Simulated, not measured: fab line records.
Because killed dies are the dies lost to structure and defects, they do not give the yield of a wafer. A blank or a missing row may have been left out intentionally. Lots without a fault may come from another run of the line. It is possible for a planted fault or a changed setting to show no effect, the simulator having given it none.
Chamber matching | flow nand harc | NHARC_P_GATE_DEP_103 on pecvd-03 has 3 sister chambers
The step deposits SiON, target thk 30 nm. 6 wafers are shown with their chamber, then 9 later ones without.

## EACH WAFER AND ITS CHAMBER
wafer  | chamber | heater power w (W)
L397.6 | 1       | 749
L398.4 | 2       | 713
L398.6 | 0       | 568
L399.1 | 0       | 543
L399.2 | 2       | 695
L399.3 | 1       | 684

## WAFERS WITHOUT THEIR CHAMBER
wafer  | heater power w (W)
L401.2 | 553
L401.3 | 793
L401.5 | 741
L402.1 | 564
L402.2 | 799
L402.5 | 558
L406.1 | 641
L406.3 | 650
L406.4 | 763

## EACH ONE'S CHAMBER
wafer  | from the rows above          | in truth
L401.2 | 0                            | 0
L401.3 | can't be placed: 1 or 2      | 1
L401.5 | can't be placed: 1 or 2      | 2
L402.1 | 0                            | 0
L402.2 | can't be placed: 1 or 2      | 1
L402.5 | 0                            | 0
L406.1 | can't be placed: 2 or 1 or 0 | 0
L406.3 | can't be placed: 2 or 1 or 0 | 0
L406.4 | can't be placed: 1 or 2      | 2
Correct placement for 3 of the 9. Can't be placed from these rows: 6 (the true chamber is among the candidates in 6). Wrongly placed: 0.
How it was worked out, from the rows above alone: a wafer's distance from a chamber is the root of the sum, over the readings, of the square of ((its reading less the chamber's mean) divided by the reading's scatter). If the next closest chamber is less than 2 further off than the closest, the wafer can't be placed; otherwise it belongs to the closest. Each chamber's mean is taken over the wafers shown for it. How the scatter is found: for the shown wafers, subtract from each reading the mean of its chamber, square and add these, divide the total by (wafers less chambers), then take the root.
